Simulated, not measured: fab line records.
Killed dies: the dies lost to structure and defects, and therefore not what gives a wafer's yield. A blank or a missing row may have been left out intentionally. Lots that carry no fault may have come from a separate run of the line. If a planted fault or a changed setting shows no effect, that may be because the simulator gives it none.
Which tool did it? / flow nandHarc / 13 lots with 39 wafers sampled at 3 steps, on a route of 1159 steps

WHAT EACH GAUGE READ, for each wafer
NHARC_A_BLC_OVL_MEAS_11.
lot=L520; measured=day 17 06:18; on=overlay-02; overlayXNm (nm)=-0.2 0.0 -0.5; overlayYNm (nm)=-0.2 -0.1 -0.1
lot=L521; measured=day 17 12:30; on=overlay-01; overlayXNm (nm)=-0.5 -0.7 -0.9; overlayYNm (nm)=0.1 -0.2 0.6
lot=L522; measured=day 17 23:47; on=overlay-02; overlayXNm (nm)=-0.8 -1.1 -1.2; overlayYNm (nm)=0.7 0.1 0.5
lot=L524; measured=day 17 23:57; on=overlay-02; overlayXNm (nm)=-1.1 -0.6 -1.1; overlayYNm (nm)=0.6 0.4 0.8
lot=L527; measured=day 18 18:14; on=overlay-02; overlayXNm (nm)=-0.2 -0.3 -0.4; overlayYNm (nm)=0.3 0.0 -0.3
lot=L526; measured=day 18 23:38; on=overlay-01; overlayXNm (nm)=-1.3 -1.5 -1.0; overlayYNm (nm)=1.2 0.7 1.5
lot=L529; measured=day 19 00:19; on=overlay-01; overlayXNm (nm)=0.4 0.7 0.4; overlayYNm (nm)=0.7 0.9 0.9
lot=L530; measured=day 19 22:02; on=overlay-02; overlayXNm (nm)=-1.3 -0.8 -1.0; overlayYNm (nm)=0.0 -0.1 -0.5
lot=L532; measured=day 20 11:53; on=overlay-01; overlayXNm (nm)=0.8 0.8 0.7; overlayYNm (nm)=2.3 2.6 1.7
lot=L533; measured=day 20 14:01; on=overlay-01; overlayXNm (nm)=0.1 0.1 -0.2; overlayYNm (nm)=0.2 0.5 0.6
lot=L537; measured=day 21 17:25; on=overlay-02; overlayXNm (nm)=-0.9 -1.0 -1.0; overlayYNm (nm)=0.1 0.3 0.4
lot=L542; measured=day 22 14:27; on=overlay-02; overlayXNm (nm)=0.4 0.8 0.8; overlayYNm (nm)=-1.1 -0.8 -0.7
lot=L541; measured=day 22 17:46; on=overlay-02; overlayXNm (nm)=0.7 0.4 0.6; overlayYNm (nm)=0.2 0.6 -0.5

TOOL THAT RAN EACH LOT (tool first, then ch and the chambers of the sampled wafers, then the start)
lot=L520; NHARC_A_CONTACT_ETCH_135=harCapEtch-02 ch 0,1, day 17 02:01; NHARC_A_BLC_SOFTBAKE_05=lithoTrack-01 ch 0, day 17 05:00
lot=L521; NHARC_A_CONTACT_ETCH_135=harCapEtch-01 ch 0,1, day 17 06:31; NHARC_A_BLC_SOFTBAKE_05=lithoTrack-06 ch 0, day 17 11:00
lot=L522; NHARC_A_CONTACT_ETCH_135=harCapEtch-01 ch 0, day 17 19:14; NHARC_A_BLC_SOFTBAKE_05=lithoTrack-06 ch 0, day 17 23:00
lot=L524; NHARC_A_CONTACT_ETCH_135=harCapEtch-02 ch 0,1, day 17 19:35; NHARC_A_BLC_SOFTBAKE_05=lithoTrack-01 ch 0, day 17 23:00
lot=L527; NHARC_A_CONTACT_ETCH_135=harCapEtch-01 ch 0,1, day 18 09:37; NHARC_A_BLC_SOFTBAKE_05=lithoTrack-01 ch 0, day 18 17:00
lot=L526; NHARC_A_CONTACT_ETCH_135=harCapEtch-01 ch 0,1, day 18 19:26; NHARC_A_BLC_SOFTBAKE_05=lithoTrack-04 ch 0, day 18 23:00
lot=L529; NHARC_A_CONTACT_ETCH_135=harCapEtch-02 ch 0,1, day 18 20:01; NHARC_A_BLC_SOFTBAKE_05=lithoTrack-04 ch 0, day 18 23:00
lot=L530; NHARC_A_CONTACT_ETCH_135=harCapEtch-01 ch 0,1, day 19 13:59; NHARC_A_BLC_SOFTBAKE_05=lithoTrack-01 ch 0, day 19 21:00
lot=L532; NHARC_A_CONTACT_ETCH_135=harCapEtch-03 ch 0,1, day 20 02:18; NHARC_A_BLC_SOFTBAKE_05=lithoTrack-01 ch 0, day 20 11:00
lot=L533; NHARC_A_CONTACT_ETCH_135=harCapEtch-01 ch 0,1, day 20 04:01; NHARC_A_BLC_SOFTBAKE_05=lithoTrack-01 ch 0, day 20 13:00
lot=L537; NHARC_A_CONTACT_ETCH_135=harCapEtch-01 ch 0,1, day 21 08:32; NHARC_A_BLC_SOFTBAKE_05=lithoTrack-01 ch 0, day 21 17:00
lot=L542; NHARC_A_CONTACT_ETCH_135=harCapEtch-01 ch 0,1, day 22 10:13; NHARC_A_BLC_SOFTBAKE_05=lithoTrack-04 ch 0, day 22 13:00
lot=L541; NHARC_A_CONTACT_ETCH_135=harCapEtch-01 ch 0,1, day 22 13:22; NHARC_A_BLC_SOFTBAKE_05=lithoTrack-06 ch 0, day 22 17:00
- NHARC_A_CONTACT_ETCH_135: etches the open film in C4F8/O2/Ar, time 132 s, target depth 1287 nm.
- NHARC_A_BLC_SOFTBAKE_05: time 55 s.

AS READ BY THE TOOLS THEMSELVES (means over the sampled wafers that have a number; for cases with no such wafer, the mark the record gives instead)
NHARC_A_BLC_SOFTBAKE_05.
lot=L520; tool=lithoTrack-01; heaterPowerTotalW (W)=188.44
lot=L521; tool=lithoTrack-06; heaterPowerTotalW (W)=188.41
lot=L522; tool=lithoTrack-06; heaterPowerTotalW (W)=188.47
lot=L524; tool=lithoTrack-01; heaterPowerTotalW (W)=188.44
lot=L527; tool=lithoTrack-01; heaterPowerTotalW (W)=188.32
lot=L526; tool=lithoTrack-04; heaterPowerTotalW (W)=188.42
lot=L529; tool=lithoTrack-04; heaterPowerTotalW (W)=188.51
lot=L530; tool=lithoTrack-01; heaterPowerTotalW (W)=188.53
lot=L532; tool=lithoTrack-01; heaterPowerTotalW (W)=188.54
lot=L533; tool=lithoTrack-01; heaterPowerTotalW (W)=193.12
lot=L537; tool=lithoTrack-01; heaterPowerTotalW (W)=193.38
lot=L542; tool=lithoTrack-04; heaterPowerTotalW (W)=188.52
lot=L541; tool=lithoTrack-06; heaterPowerTotalW (W)=188.32

THE ANSWER, worked out from the rows above alone
Rule: what is usual is taken from the lots themselves. Put in order of their means at a reading, lots are off if they are a third of the lots or fewer, leave a main group of 4 or more, and stand apart from it by a gap of 3 or more times the standard deviation of the main group's means; of several such gaps the widest counts. A main group whose means are all the same, to the digits that the tables above print for the reading, isn't used. A lot without any number at a reading at which 4 lots or more have one is off too. Any other lot the step has rows for is counted as sound. First the gauges in route order, then the tools' own readings, where a lot's mean is used as printed above. At the first step where some lot is off, the reading lying furthest off is the one used; lots without a number count as furthest.
Off, at NHARC_A_BLC_SOFTBAKE_05 on heaterPowerTotalW: L533, L537. The main group has a mean of 188.45 W with a standard deviation of 0.074.
If a tool, at that step or one of the process steps before it, ran each lot that is off and ran no sound lot following the first of them, it fits. One fits: lithoTrack-01 at NHARC_A_BLC_SOFTBAKE_05. A fault onset in the window from L532 (day 20 11:00, its last sound lot) to L533 (day 20 13:00, its first lot off) fits.
On the lots that are off, the tool's own readings at NHARC_A_BLC_SOFTBAKE_05 differ by more than 5 times the standard deviation of the sound lots' means, which bears it out; heaterPowerTotalW reads 193.25 W there versus 188.45 W on the sound lots.

WHAT WAS PUT IN BY THE SIMULATOR
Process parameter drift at NHARC_A_BLC_SOFTBAKE_05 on lithoTrack-01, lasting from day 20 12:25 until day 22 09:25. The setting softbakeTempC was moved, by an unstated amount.
Lots struck among those shown: L533, L537. The rule given above showed the same thing.
